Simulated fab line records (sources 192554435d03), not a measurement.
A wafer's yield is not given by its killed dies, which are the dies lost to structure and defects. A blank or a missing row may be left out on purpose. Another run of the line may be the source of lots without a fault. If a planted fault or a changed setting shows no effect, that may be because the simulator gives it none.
fab line records	flow n5_finfet
[record] lots = 24	wafers = 72	last_day = 18
route steps=1938 shown BEOL_M10@1490 BEOL_M11@1549
lots with no fault: from the same line, run without faults
start_h: the number of hours between the record's first day and the start of the first shown wafer of the lot	wait_h: how many hours have passed since the lot's step before this one	" same as the row above	L1.1+2: a single row standing in for several wafers	- no value, or no start was given	* or withheld: withheld	< > ~ a bound
route shown NAME@n: names a module that has steps shown in the file, with the first one's number in the route	usual: mean/standard deviation of fault-free wafers	same: alike in all rows	chamber/n: place in a boat	sites: per-site readings	_std_site: standard deviation across them	_edge_site: inner sites' mean taken away from outer sites' mean	radius_mm: how far each site lies from the wafer's centre	mask NAME#n: copy n	behind: the last tool/chamber to shape the wafer	hold: the reason the lot was held/the length of the hold in hours/how it ended	device: the transistor (n, p or np) that didn't switch	end of line: tests run on the same wafers once the route is complete	step lacking rows: just its recipe	killed: not the wafer's yield, but the dies lost to structure and defects at the first sort	map: a wafer's dies, x killed, . not, _ none there
set.NAME: the setting the step ran with; set.NAME@STEP: the setting that earlier step ran with	model.NAME: the simulator's own value behind a step, which no gauge read
the route's steps for a sample of lots (tables are steps, rows are wafers)
services: when a tool's chamber went out of use (start_h, in hours from the record's first day, below 0 if earlier), for how many hours, and the reason
[[steps]]
[step N5_BEOL_M10_STRIP_67]
[recipe] chemistry = CF4	resist = SiARC	power_w = 300	bias_power_w = 75	pressure_mtorr = 50	cf4_flow_sccm = 150	rf_frequency_hz = 6e+07
[usual] drypump_motor_current_A = 5.7/0.64	oes_product_au = 0.82/0.066	rf_vpp_V = 270.7/1.6	showerhead_plenum_p_Torr = 1.78/0.055	throttle_valve_pct = 13.56/0.2
lot.wafer	tool	chamber	start_h	wait_h	drypump_motor_current_A	oes_product_au	rf_hours_counter_h	rf_vpp_V	showerhead_plenum_p_Torr	throttle_valve_pct
L074.2	rie_diel-04	3	211.34	0.0	5.6	0.83	76	270.6	1.76	13.74
L074.3	"	2	"	"	5.8	0.68	239	271.0	1.78	13.91
L074.4	"	1	"	"	6.2	0.83	-	268.3	1.76	13.39
L075.1	rie_diel-04	3	220.28	0.0	5.7	0.83	80	270.1	1.76	13.73
L075.3	"	2	"	"	5.8	0.68	243	269.2	1.78	13.93
L075.5	"	2	"	"	5.8	0.68	-	269.6	1.77	13.93
L076.1	rie_diel-04	1	225.33	0.0	6.1	0.82	67	271.0	1.76	13.40
L076.2	"	0	"	"	5.5	0.74	151	269.0	1.73	13.64
L076.5	"	1	"	"	6.1	0.84	-	269.3	1.76	13.43
L078.3	rie_diel-03	3	236.94	0.0	6.5	0.86	42	272.7	1.88	13.24
L078.5	"	2	"	"	4.8	0.86	-	269.7	1.76	13.22
L078.6	"	1	"	"	6.5	0.67	-	269.7	1.69	13.94
L077.1	rie_diel-04	3	237.16	0.0	5.6	0.82	86	269.5	1.75	13.74
L077.2	"	0	"	"	5.5	0.74	155	269.6	1.73	13.65
L077.3	"	2	"	"	5.9	0.68	249	269.4	1.77	13.93
L080.2	rie_diel-03	2	252.69	0.0	4.8	0.86	58	269.2	1.76	13.23
L080.4	"	0	"	"	5.0	0.85	-	272.2	1.82	13.67
L080.5	"	3	"	"	6.5	0.85	-	273.2	1.88	13.26
L079.1	rie_diel-06	3	257.19	0.0	6.7	0.91	36	269.3	1.76	13.51
L079.4	"	2	"	"	5.4	0.71	247	268.1	1.70	13.90
L079.6	"	2	"	"	5.4	0.70	-	268.6	1.70	13.91
L081.1	rie_diel-04	3	261.19	0.0	5.7	0.81	97	267.9	1.75	13.77
L081.2	"	1	"	"	6.1	0.82	81	268.2	1.75	13.43
L081.3	"	0	"	"	5.5	0.72	166	271.5	1.73	13.70
L082.1	rie_diel-06	0	273.27	0.0	5.2	0.81	93	269.6	1.75	13.61
L082.3	"	1	"	"	4.8	0.79	125	271.4	1.73	13.64
L082.6	"	0	"	"	5.2	0.81	-	271.5	1.75	13.59
L083.2	rie_diel-03	0	273.79	0.0	5.0	0.83	75	272.7	1.82	13.68
L083.5	"	0	"	"	5.0	0.83	-	272.3	1.82	13.71
L083.6	"	1	"	"	6.6	0.99	-	274.0	1.90	13.35
L086.1	rie_diel-06	1	288.58	0.0	4.8	0.78	131	269.9	1.73	13.65
L086.3	"	0	"	"	5.2	0.80	100	269.2	1.75	13.64
L086.4	"	3	"	"	6.7	0.89	-	270.8	1.75	13.54
L084.3	rie_diel-03	1	288.90	0.0	6.6	0.94	6	272.5	1.90	13.36
L084.5	"	3	"	"	6.5	0.83	-	272.2	1.88	13.30
L084.6	"	2	"	"	4.8	0.84	-	268.9	1.75	13.27
L087.2	rie_diel-03	0	294.13	0.0	5.0	0.82	82	270.3	1.81	13.69
L087.3	"	3	"	"	6.5	0.83	65	273.7	1.88	13.29
L087.4	"	1	"	"	6.6	0.95	8	272.8	1.90	13.37
L085.1	rie_diel-06	0	297.41	0.0	5.2	0.80	105	269.2	1.75	13.62
L085.2	"	2	"	"	5.3	0.96	0	272.0	1.91	13.33
L085.5	"	0	"	"	5.2	0.80	-	271.4	1.75	13.63
L088.2	rie_diel-04	3	298.20	0.0	5.7	0.79	110	270.3	1.75	13.81
L088.5	"	1	"	"	6.1	0.80	-	268.7	1.75	13.46
L088.6	"	0	"	"	5.5	0.71	-	270.7	1.72	13.72
L089.2	rie_diel-04	1	317.67	0.0	6.1	0.79	97	270.8	1.75	13.49
L089.3	"	0	"	"	5.5	0.71	187	269.5	1.72	13.73
L089.6	"	2	"	"	5.8	0.90	-	270.3	1.77	13.40
L090.1	rie_diel-06	3	318.00	0.0	6.7	0.87	60	268.1	1.75	13.56
L090.2	"	2	"	"	5.4	0.92	8	275.6	1.91	13.37
L090.3	"	0	"	"	5.1	0.79	111	270.1	1.75	13.65
L091.2	rie_diel-06	2	322.61	0.0	5.4	0.90	9	274.6	1.91	13.35
L091.4	"	3	"	"	6.7	0.87	62	271.2	1.75	13.57
L091.5	"	3	"	"	6.7	0.87	-	272.1	1.75	13.58
L092.1	rie_diel-03	3	333.27	0.0	6.5	0.81	78	272.7	1.87	13.33
L092.4	"	1	"	"	6.6	0.92	21	274.6	1.90	13.39
L092.6	"	2	"	"	4.8	0.82	-	271.3	1.75	13.31
L095.2	rie_diel-06	1	340.73	0.0	4.9	0.77	149	268.3	1.72	13.70
L095.3	"	0	"	"	5.2	0.78	119	271.4	1.75	13.67
L095.5	"	1	"	"	4.8	0.77	-	269.3	1.73	13.69
L093.1	rie_diel-06	3	344.89	0.0	6.7	0.86	70	270.1	1.75	13.58
L093.3	"	0	"	"	5.2	0.79	120	271.1	1.75	13.67
L093.5	"	1	"	"	4.8	0.77	-	271.9	1.72	13.70
L094.1	rie_diel-04	0	349.45	0.0	5.5	0.71	199	267.4	1.72	13.75
L094.2	"	2	"	"	5.8	0.88	30	271.5	1.77	13.45
L094.5	"	1	"	"	6.1	0.78	-	269.5	1.75	13.49
L097.2	rie_diel-04	3	351.58	0.0	5.6	0.78	129	270.8	1.74	13.87
L097.3	"	2	"	"	5.9	0.87	31	271.1	1.77	13.45
L097.6	"	2	"	"	5.8	0.87	-	269.1	1.77	13.46
L096.2	rie_diel-03	1	359.60	0.0	6.6	0.89	30	271.9	1.89	13.42
L096.4	"	2	"	"	4.8	0.81	97	270.1	1.75	13.33
L096.6	"	0	"	"	5.0	0.80	-	271.3	1.81	13.77
[step N5_BEOL_M10_OVL_MEAS_29]
[recipe] points_per_wafer = 44
[usual] V9_OVL = 0.9/0.71
lot.wafer	tool	chamber	start_h	wait_h	V9_OVL[nm]
L074.2	overlay-01	0	214.79	0.0	1.1
L074.3	"	0	"	"	1.7
L074.4	"	0	"	"	1.2
L075.1	overlay-01	0	221.34	0.0	1.7
L075.3	"	0	"	"	1.8
L075.5	"	0	"	"	1.4
L076.1	overlay-02	0	227.22	0.0	0.7
L076.2	"	0	"	"	1.8
L076.5	"	0	"	"	1.0
L078.3	overlay-01	0	237.49	0.0	1.6
L078.5	"	0	"	"	2.0
L078.6	"	0	"	"	1.9
L077.1	overlay-02	0	237.83	0.0	1.5
L077.2	"	0	"	"	0.4
L077.3	"	0	"	"	0.9
L080.2	overlay-02	0	255.54	0.0	0.7
L080.4	"	0	"	"	0.4
L080.5	"	0	"	"	0.1
L079.1	overlay-02	0	257.86	0.0	1.9
L079.4	"	0	"	"	-0.1
L079.6	"	0	"	"	0.7
L081.1	overlay-02	0	263.11	0.0	0.1
L081.2	"	0	"	"	1.5
L081.3	"	0	"	"	-0.6
L082.1	overlay-02	0	275.13	0.0	0.7
L082.3	"	0	"	"	1.2
L082.6	"	0	"	"	1.3
L083.2	overlay-02	0	275.18	0.0	0.5
L083.5	"	0	"	"	1.0
L083.6	"	0	"	"	-0.4
L084.3	overlay-02	0	290.00	0.0	0.3
L084.5	"	0	"	"	-0.1
L084.6	"	0	"	"	0.3
L086.1	overlay-01	0	290.16	0.0	1.0
L086.3	"	0	"	"	0.7
L086.4	"	0	"	"	1.3
L087.2	overlay-01	0	294.93	0.0	2.1
L087.3	"	0	"	"	0.6
L087.4	"	0	"	"	1.2
L085.1	overlay-01	0	299.47	0.0	1.0
L085.2	"	0	"	"	0.1
L085.5	"	0	"	"	1.4
L088.2	overlay-01	0	299.51	0.0	0.4
L088.5	"	0	"	"	0.0
L088.6	"	0	"	"	1.2
L089.2	overlay-01	0	321.21	0.0	0.8
L089.3	"	0	"	"	1.1
L089.6	"	0	"	"	0.1
L090.1	overlay-01	0	321.23	0.0	1.2
L090.2	"	0	"	"	2.1
L090.3	"	0	"	"	1.7
L091.2	overlay-01	0	323.23	0.0	0.1
L091.4	"	0	"	"	1.5
L091.5	"	0	"	"	0.2
L092.1	overlay-01	0	334.86	0.0	0.9
L092.4	"	0	"	"	1.5
L092.6	"	0	"	"	0.9
L095.2	overlay-02	0	343.23	0.0	0.2
L095.3	"	0	"	"	-0.3
L095.5	"	0	"	"	0.7
L093.1	overlay-02	0	346.84	0.0	-0.2
L093.3	"	0	"	"	0.1
L093.5	"	0	"	"	1.1
L094.1	overlay-01	0	350.29	0.0	2.5
L094.2	"	0	"	"	1.3
L094.5	"	0	"	"	1.5
L097.2	overlay-01	0	354.10	0.0	1.4
L097.3	"	0	"	"	1.8
L097.6	"	0	"	"	1.2
L096.2	overlay-01	0	363.67	0.0	0.1
L096.4	"	0	"	"	0.2
L096.6	"	0	"	"	-0.5
[step N5_BEOL_M10_INSPECT_30]
[recipe] mode = adi	inspect_instrument = brightfield
[usual] raw_defect_count = 384/79
lot.wafer	tool	chamber	start_h	wait_h	raw_defect_count
L074.2	defect_inspect-01	-	214.81	0.0	257
L074.3	"	-	"	"	311
L074.4	"	-	"	"	248
L075.1	defect_inspect-02	-	221.36	0.0	388
L075.3	"	-	"	"	333
L075.5	"	-	"	"	238
L076.1	defect_inspect-01	-	227.24	0.0	508
L076.2	"	-	"	"	436
L076.5	"	-	"	"	329
L078.3	defect_inspect-02	-	237.52	0.0	362
L078.5	"	-	"	"	291
L078.6	"	-	"	"	380
L077.1	defect_inspect-02	-	237.86	0.0	386
L077.2	"	-	"	"	362
L077.3	"	-	"	"	383
L080.2	defect_inspect-02	-	255.57	0.0	384
L080.4	"	-	"	"	375
L080.5	"	-	"	"	472
L079.1	defect_inspect-01	-	257.88	0.0	301
L079.4	"	-	"	"	333
L079.6	"	-	"	"	214
L081.1	defect_inspect-02	-	263.13	0.0	469
L081.2	"	-	"	"	364
L081.3	"	-	"	"	447
L082.1	defect_inspect-02	-	275.15	0.0	367
L082.3	"	-	"	"	497
L082.6	"	-	"	"	407
L083.2	defect_inspect-01	-	275.20	0.0	418
L083.5	"	-	"	"	411
L083.6	"	-	"	"	428
L084.3	defect_inspect-02	-	290.02	0.0	373
L084.5	"	-	"	"	313
L084.6	"	-	"	"	339
L086.1	defect_inspect-02	-	290.19	0.0	387
L086.3	"	-	"	"	321
L086.4	"	-	"	"	288
L087.2	defect_inspect-01	-	294.95	0.0	461
L087.3	"	-	"	"	316
L087.4	"	-	"	"	318
L085.1	defect_inspect-02	-	299.49	0.0	409
L085.2	"	-	"	"	510
L085.5	"	-	"	"	400
L088.2	defect_inspect-02	-	299.53	0.0	357
L088.5	"	-	"	"	340
L088.6	"	-	"	"	341
L089.2	defect_inspect-01	-	321.24	0.0	343
L089.3	"	-	"	"	241
L089.6	"	-	"	"	328
L090.1	defect_inspect-01	-	321.26	0.0	288
L090.2	"	-	"	"	363
L090.3	"	-	"	"	320
L091.2	defect_inspect-01	-	323.25	0.0	511
L091.4	"	-	"	"	331
L091.5	"	-	"	"	365
L092.1	defect_inspect-02	-	334.88	0.0	408
L092.4	"	-	"	"	367
L092.6	"	-	"	"	388
L095.2	defect_inspect-02	-	343.25	0.0	428
L095.3	"	-	"	"	526
L095.5	"	-	"	"	290
L093.1	defect_inspect-02	-	346.87	0.0	330
L093.3	"	-	"	"	292
L093.5	"	-	"	"	471
L094.1	defect_inspect-02	-	350.31	0.0	397
L094.2	"	-	"	"	384
L094.5	"	-	"	"	363
L097.2	defect_inspect-02	-	354.13	0.0	405
L097.3	"	-	"	"	381
L097.6	"	-	"	"	499
L096.2	defect_inspect-01	-	363.69	0.0	457
L096.4	"	-	"	"	640
L096.6	"	-	"	"	531
[step N5_BEOL_M11_CD_MEAS_11]
[recipe] target_cd_nm = 64.1	landing_energy_ev = 500	detector = se_inlens	polarity = opening
[usual] cd_nm = 64.0/0.65
lot.wafer	tool	chamber	start_h	wait_h	cd_nm
L074.2	cd_sem-02	0	219.63	-	63.1
L074.3	"	0	"	"	63.9
L074.4	"	0	"	"	63.3
L075.1	cd_sem-02	0	228.17	-	63.9
L075.3	"	0	"	"	63.6
L075.5	"	0	"	"	63.9
L076.1	cd_sem-01	0	232.99	-	63.4
L076.2	"	0	"	"	63.0
L076.5	"	0	"	"	63.3
L078.3	cd_sem-01	0	245.81	-	64.1
L078.5	"	0	"	"	64.3
L078.6	"	0	"	"	64.4
L077.1	cd_sem-02	0	246.00	-	63.7
L077.2	"	0	"	"	64.1
L077.3	"	0	"	"	63.8
L080.2	cd_sem-03	0	261.72	-	64.8
L080.4	"	0	"	"	63.9
L080.5	"	0	"	"	63.8
L079.1	cd_sem-02	0	264.50	-	64.5
L079.4	"	0	"	"	64.4
L079.6	"	0	"	"	63.2
L081.1	cd_sem-03	0	269.19	-	63.4
L081.2	"	0	"	"	64.2
L081.3	"	0	"	"	63.9
L082.1	cd_sem-02	0	282.50	-	63.5
L082.3	"	0	"	"	64.2
L082.6	"	0	"	"	63.5
L083.2	cd_sem-01	0	282.85	-	62.7
L083.5	"	0	"	"	63.0
L083.6	"	0	"	"	63.4
L084.3	cd_sem-03	0	297.32	-	64.9
L084.5	"	0	"	"	64.6
L084.6	"	0	"	"	64.1
L086.1	cd_sem-01	0	297.58	-	64.3
L086.3	"	0	"	"	63.8
L086.4	"	0	"	"	64.9
L087.2	cd_sem-01	0	300.59	-	63.5
L087.3	"	0	"	"	63.3
L087.4	"	0	"	"	64.0
L085.1	cd_sem-03	0	307.02	-	63.1
L085.2	"	0	"	"	62.6
L085.5	"	0	"	"	63.4
L088.2	cd_sem-03	0	307.22	-	64.5
L088.5	"	0	"	"	64.4
L088.6	"	0	"	"	64.3
L089.2	cd_sem-03	0	326.21	-	64.3
L089.3	"	0	"	"	64.7
L089.6	"	0	"	"	64.0
L090.1	cd_sem-03	0	326.42	-	64.1
L090.2	"	0	"	"	66.1
L090.3	"	0	"	"	64.7
L091.2	cd_sem-02	0	329.38	-	64.4
L091.4	"	0	"	"	63.7
L091.5	"	0	"	"	64.1
L092.1	cd_sem-01	0	340.81	-	65.3
L092.4	"	0	"	"	65.0
L092.6	"	0	"	"	65.8
L095.2	cd_sem-01	0	351.05	-	64.2
L095.3	"	0	"	"	63.1
L095.5	"	0	"	"	63.6
L093.1	cd_sem-02	0	353.65	-	62.9
L093.3	"	0	"	"	62.9
L093.5	"	0	"	"	63.6
L094.1	cd_sem-02	0	359.12	-	63.6
L094.2	"	0	"	"	63.8
L094.5	"	0	"	"	64.8
L097.2	cd_sem-02	0	359.45	-	64.4
L097.3	"	0	"	"	64.1
L097.6	"	0	"	"	63.8
L096.2	cd_sem-03	0	370.69	-	64.8
L096.4	"	0	"	"	63.8
L096.6	"	0	"	"	64.3
[step N5_BEOL_M11_ETCH_65]
[recipe] chemistry = CF4	target = SiARC	target_depth_a = 390	mask_material = CAR-ArF	time_s = 65	ion_energy_ev = 80	pressure_mtorr = 40	source_w = 545	bias_w = 36	Ar_flow_sccm = 100	cf4_flow_sccm = 100	ends = cleared
[usual] drypump_motor_current_A = 5.7/0.44	etch_rf_on_time_s = 65.4/1.3	oes_product_au = 0.63/0.06	rf_vpp_V = 183.8/1.2	showerhead_plenum_p_Torr = 2.14/0.072	throttle_valve_pct = 15.70/0.19
lot.wafer	tool	chamber	start_h	wait_h	drypump_motor_current_A	etch_rf_on_time_s	oes_product_au	rf_hours_counter_h	rf_vpp_V	showerhead_plenum_p_Torr	throttle_valve_pct
L074.2	rie_diel-02	0	221.43	0.0	5.7	63.9	0.62	177	184.2	2.14	15.60
L074.3	"	1	"	"	6.2	64.5	0.62	202	185.8	2.22	15.69
L074.4	"	2	"	"	4.9	65.3	0.62	198	184.2	2.12	15.54
L075.1	rie_diel-02	0	229.33	0.0	5.7	63.1	0.62	179	184.7	2.14	15.59
L075.3	"	3	"	"	5.9	66.4	0.59	214	182.7	2.04	15.74
L075.5	"	3	"	"	5.9	66.5	0.59	-	182.8	2.04	15.73
L076.1	rie_diel-01	1	235.43	0.0	6.5	66.0	0.73	59	184.3	2.17	15.45
L076.2	"	0	"	"	6.0	65.2	0.65	166	183.3	2.05	15.83
L076.5	"	3	"	"	5.0	65.4	0.59	-	183.6	2.05	15.68
L078.3	rie_diel-05	1	251.00	0.0	5.7	67.2	0.60	195	182.0	2.05	16.03
L078.5	"	3	"	"	5.6	64.6	0.59	-	185.2	2.19	15.72
L078.6	"	0	"	"	5.9	64.2	0.70	-	185.7	2.24	15.66
L077.1	rie_diel-01	1	251.22	0.0	6.5	66.2	0.73	62	184.2	2.16	15.46
L077.2	"	3	"	"	5.0	65.0	0.60	216	181.3	2.05	15.69
L077.3	"	0	"	"	6.1	66.3	0.64	170	185.2	2.05	15.83
L080.2	rie_diel-01	3	263.07	0.0	5.0	64.9	0.59	219	182.3	2.04	15.72
L080.4	"	1	"	"	6.5	65.4	0.73	65	184.6	2.16	15.46
L080.5	"	2	"	"	5.9	67.7	0.60	-	182.8	2.21	15.90
L079.1	rie_diel-02	2	267.65	0.0	5.0	64.4	0.62	210	183.7	2.11	15.57
L079.4	"	0	"	"	5.7	62.5	0.62	190	182.5	2.14	15.63
L079.6	"	1	"	"	6.2	64.6	0.60	-	185.9	2.21	15.73
L081.1	rie_diel-05	0	271.53	0.0	5.9	64.8	0.70	100	185.0	2.24	15.64
L081.2	"	1	"	"	5.7	67.3	0.59	199	181.3	2.04	16.02
L081.3	"	3	"	"	5.6	64.8	0.59	244	185.3	2.19	15.72
L083.2	rie_diel-05	3	285.29	0.0	5.6	64.8	0.59	247	182.5	2.19	15.73
L083.5	"	1	"	"	5.7	68.0	0.58	-	181.9	2.04	16.05
L083.6	"	0	"	"	5.9	65.7	0.69	-	183.4	2.24	15.66
L082.1	rie_diel-02	1	285.43	0.0	6.2	65.0	0.60	219	183.7	2.21	15.75
L082.3	"	2	"	"	4.9	64.6	0.61	216	182.9	2.11	15.57
L082.6	"	2	"	"	4.9	65.0	0.61	-	184.1	2.11	15.59
L086.1	rie_diel-02	2	299.43	0.0	4.9	64.9	0.61	221	183.7	2.11	15.60
L086.3	"	0	"	"	5.7	63.7	0.61	199	185.6	2.13	15.65
L086.4	"	3	"	"	5.9	67.8	0.58	235	183.1	2.03	15.77
L084.3	rie_diel-05	2	299.48	0.0	5.6	66.8	0.59	246	183.8	2.19	15.74
L084.5	"	0	"	"	5.8	65.3	0.68	-	185.9	2.24	15.68
L084.6	"	1	"	"	5.7	68.0	0.58	-	183.2	2.04	16.05
L087.2	rie_diel-01	0	302.21	0.0	6.0	65.9	0.63	185	184.3	2.05	15.87
L087.3	"	1	"	"	6.5	66.1	0.71	78	183.9	2.16	15.49
L087.4	"	3	"	"	5.0	64.9	0.59	230	181.6	2.04	15.73
L085.1	rie_diel-01	3	308.09	0.0	5.0	64.1	0.59	232	182.2	2.04	15.74
L085.2	"	2	"	"	6.0	67.1	0.59	222	182.7	2.21	15.90
L085.5	"	1	"	"	6.5	65.4	0.72	-	183.9	2.16	15.49
L088.2	rie_diel-05	3	308.58	0.0	5.6	64.4	0.83	1	183.9	2.19	15.23
L088.5	"	2	"	"	5.6	65.6	0.59	-	184.1	2.19	15.76
L088.6	"	3	"	"	5.6	64.7	0.82	-	185.3	2.19	15.22
L090.1	rie_diel-02	1	328.26	0.0	6.2	64.6	0.60	231	185.3	2.20	15.76
L090.2	"	0	"	"	5.7	64.0	0.60	206	184.3	2.13	15.67
L090.3	"	2	"	"	4.9	65.1	0.60	229	184.3	2.11	15.59
L089.2	rie_diel-01	2	328.74	0.0	6.0	66.5	0.59	229	184.5	2.20	15.93
L089.3	"	3	"	"	5.0	65.0	0.58	238	182.5	2.04	15.73
L089.6	"	3	"	"	5.0	64.9	0.59	-	182.3	2.04	15.72
L091.2	rie_diel-02	1	330.71	0.0	6.2	65.0	0.60	232	185.0	2.20	15.77
L091.4	"	2	"	"	4.9	65.6	0.60	230	183.2	2.11	15.60
L091.5	"	3	"	"	5.9	66.9	0.57	-	181.3	2.03	15.80
L092.1	rie_diel-02	0	343.32	0.0	5.7	62.9	0.61	211	183.8	2.13	15.66
L092.4	"	3	"	"	5.9	66.3	0.57	248	181.6	2.02	15.79
L092.6	"	2	"	"	4.9	65.0	0.60	-	184.2	2.11	15.59
L095.2	rie_diel-05	3	354.49	0.0	5.6	65.7	0.77	16	185.3	2.18	15.25
L095.3	"	2	"	"	5.6	66.4	0.79	6	184.7	2.19	15.25
L095.5	"	3	"	"	5.6	65.1	0.78	-	185.5	2.18	15.26
L093.1	rie_diel-02	0	354.72	0.0	5.7	63.4	0.60	214	182.5	2.13	15.68
L093.3	"	1	"	"	6.2	65.0	0.59	240	184.3	2.20	15.79
L093.5	"	1	"	"	6.2	64.2	0.60	-	184.5	2.20	15.78
L097.2	rie_diel-01	0	363.76	0.0	6.0	65.7	0.62	204	182.3	2.04	15.92
L097.3	"	2	"	"	5.9	66.8	0.59	239	184.1	2.20	15.97
L097.6	"	0	"	"	6.0	65.4	0.62	-	184.3	2.04	15.91
L094.1	rie_diel-05	2	363.93	0.0	5.6	66.3	0.78	9	184.9	2.19	15.26
L094.2	"	1	"	"	5.7	68.3	0.58	227	183.5	2.03	16.12
L094.5	"	0	"	"	5.9	65.0	0.67	-	185.4	2.23	15.71
L096.2	rie_diel-02	1	375.21	0.0	6.1	64.2	0.59	246	184.0	2.20	15.80
L096.4	"	2	"	"	5.0	65.1	0.60	245	182.8	2.10	15.64
L096.6	"	1	"	"	6.2	64.4	0.59	-	184.9	2.20	15.81
[step N5_BEOL_M11_SPUTTER_48]
[recipe] material = Cu	target_thk_a = 120	temp_c = -20	bias_v = 60	power_w = 26000	chamber_pressure_pa = 0.13	time_s = 2
[usual] cathode_dc_power_W = 26000/4.8	susceptor_temp_C = -20.01/0.11	throttle_valve_pct = 30.2/0.66
[same] time_s = 2
lot.wafer	tool	chamber	start_h	wait_h	cathode_dc_power_W	susceptor_temp_C	throttle_valve_pct
L074.2	pvd_sputter-01	-	223.92	0.5	25996	-20.04	30.2
L074.3	"	-	"	"	26007	-19.97	29.9
L074.4	"	-	"	"	25995	-19.92	29.8
L075.1	pvd_sputter-02	-	231.66	0.1	25995	-19.98	29.6
L075.3	"	-	"	"	26002	-19.93	30.3
L075.5	"	-	"	"	26001	-20.09	31.7
L076.1	pvd_sputter-02	-	237.72	0.2	25998	-19.94	29.7
L076.2	"	-	"	"	26001	-20.09	31.5
L076.5	"	-	"	"	25996	-20.06	31.6
L078.3	pvd_sputter-03	-	252.81	0.1	25994	-19.98	29.7
L078.5	"	-	"	"	25995	-19.90	29.3
L078.6	"	-	"	"	25991	-20.03	29.6
L077.1	pvd_sputter-03	-	253.49	0.1	26003	-20.23	29.7
L077.2	"	-	"	"	25995	-19.84	30.4
L077.3	"	-	"	"	26000	-19.95	31.6
L080.2	pvd_sputter-02	-	264.82	0.1	25996	-19.79	31.3
L080.4	"	-	"	"	26000	-19.97	29.8
L080.5	"	-	"	"	25998	-20.18	30.0
L079.1	pvd_sputter-02	-	269.66	0.1	26003	-19.81	31.4
L079.4	"	-	"	"	26001	-19.80	30.2
L079.6	"	-	"	"	25999	-20.01	30.5
L081.1	pvd_sputter-02	-	275.07	0.1	25998	-19.76	30.2
L081.2	"	-	"	"	26002	-20.11	30.6
L081.3	"	-	"	"	25994	-20.08	31.4
L082.1	pvd_sputter-02	-	287.24	0.1	25995	-20.03	31.4
L082.3	"	-	"	"	25998	-19.92	29.9
L082.6	"	-	"	"	25992	-19.96	29.8
L083.2	pvd_sputter-01	-	287.99	0.1	26005	-19.97	30.3
L083.5	"	-	"	"	25995	-19.87	29.8
L083.6	"	-	"	"	26000	-19.95	30.2
L086.1	pvd_sputter-01	-	301.26	0.1	25998	-20.09	30.3
L086.3	"	-	"	"	25993	-20.04	30.5
L086.4	"	-	"	"	26004	-20.05	29.6
L084.3	pvd_sputter-01	-	301.38	0.1	26001	-20.06	30.3
L084.5	"	-	"	"	26000	-19.89	30.2
L084.6	"	-	"	"	26005	-19.86	29.9
L087.2	pvd_sputter-01	-	304.16	0.1	26001	-19.94	29.6
L087.3	"	-	"	"	26008	-19.88	30.3
L087.4	"	-	"	"	25990	-19.80	30.1
L085.1	pvd_sputter-03	-	309.82	0.1	26002	-19.97	29.5
L085.2	"	-	"	"	26002	-20.05	29.6
L085.5	"	-	"	"	25989	-20.10	29.4
L088.2	pvd_sputter-01	-	313.59	0.1	26000	-19.93	30.1
L088.5	"	-	"	"	26006	-19.87	30.2
L088.6	"	-	"	"	25996	-19.86	29.7
L090.1	pvd_sputter-02	-	330.17	0.1	26006	-19.97	29.7
L090.2	"	-	"	"	26001	-20.11	31.8
L090.3	"	-	"	"	26006	-20.03	30.5
L089.2	pvd_sputter-02	-	330.61	0.1	26002	-20.30	29.7
L089.3	"	-	"	"	25996	-20.16	30.5
L089.6	"	-	"	"	26005	-19.88	31.4
L091.2	pvd_sputter-03	-	333.11	0.2	25998	-20.09	29.4
L091.4	"	-	"	"	25997	-20.12	30.3
L091.5	"	-	"	"	26000	-20.01	29.7
L092.1	pvd_sputter-03	-	345.31	0.2	26001	-19.84	31.7
L092.4	"	-	"	"	26001	-20.31	29.7
L092.6	"	-	"	"	25996	-20.08	30.1
L095.2	pvd_sputter-01	-	356.53	0.2	25986	-19.96	29.6
L095.3	"	-	"	"	26006	-19.99	30.4
L095.5	"	-	"	"	25996	-20.10	30.4
L093.1	pvd_sputter-01	-	356.61	0.2	25999	-20.07	30.0
L093.3	"	-	"	"	25995	-20.10	29.9
L093.5	"	-	"	"	25998	-20.12	29.7
L097.2	pvd_sputter-03	-	367.89	1.8	26003	-19.75	30.1
L097.3	"	-	"	"	26001	-20.13	29.3
L097.6	"	-	"	"	25998	-20.12	29.4
L094.1	pvd_sputter-03	-	368.05	1.7	26006	-20.08	31.7
L094.2	"	-	"	"	25997	-20.01	30.2
L094.5	"	-	"	"	26001	-20.02	30.2
L096.2	pvd_sputter-03	-	376.91	0.2	25996	-19.89	30.1
L096.4	"	-	"	"	26014	-20.12	29.7
L096.6	"	-	"	"	25998	-20.01	29.5
[[services]]
tool	chamber	start_h	hours	kind
rie_diel-04	2	239.29	-	clean
rie_diel-04	2	239.29	-	consumable_replace:focus_ring
rie_diel-04	2	239.29	25.0	scheduled_down
rie_diel-04	2	239.29	25.0	vent_cycle
rie_diel-03	1	241.09	-	clean
rie_diel-03	1	241.09	-	consumable_replace:focus_ring
rie_diel-03	1	241.09	-	consumable_replace:showerhead
rie_diel-06	2	243.08	8.3	repair
pvd_sputter-01	-	265.37	5.6	repair
rie_diel-06	2	268.31	-	clean
rie_diel-06	2	268.31	-	consumable_replace:focus_ring
rie_diel-06	2	268.31	-	consumable_replace:showerhead
rie_diel-04	3	281.53	2.6	repair
rie_diel-04	-	311.41	0.7	repair
pvd_sputter-02	-	350.92	15.4	repair
rie_diel-02	3	351.18	-	clean
rie_diel-02	3	351.18	-	consumable_replace:focus_ring
rie_diel-02	3	351.18	-	consumable_replace:showerhead
rie_diel-02	3	351.18	16.0	scheduled_down
rie_diel-02	3	351.18	16.0	vent_cycle
rie_diel-06	0	356.03	43.4	repair
pvd_sputter-01	-	363.81	5.6	repair
rie_diel-05	0	365.70	8.6	repair
pvd_sputter-02	-	366.68	18.9	repair
[[key]]
fault none
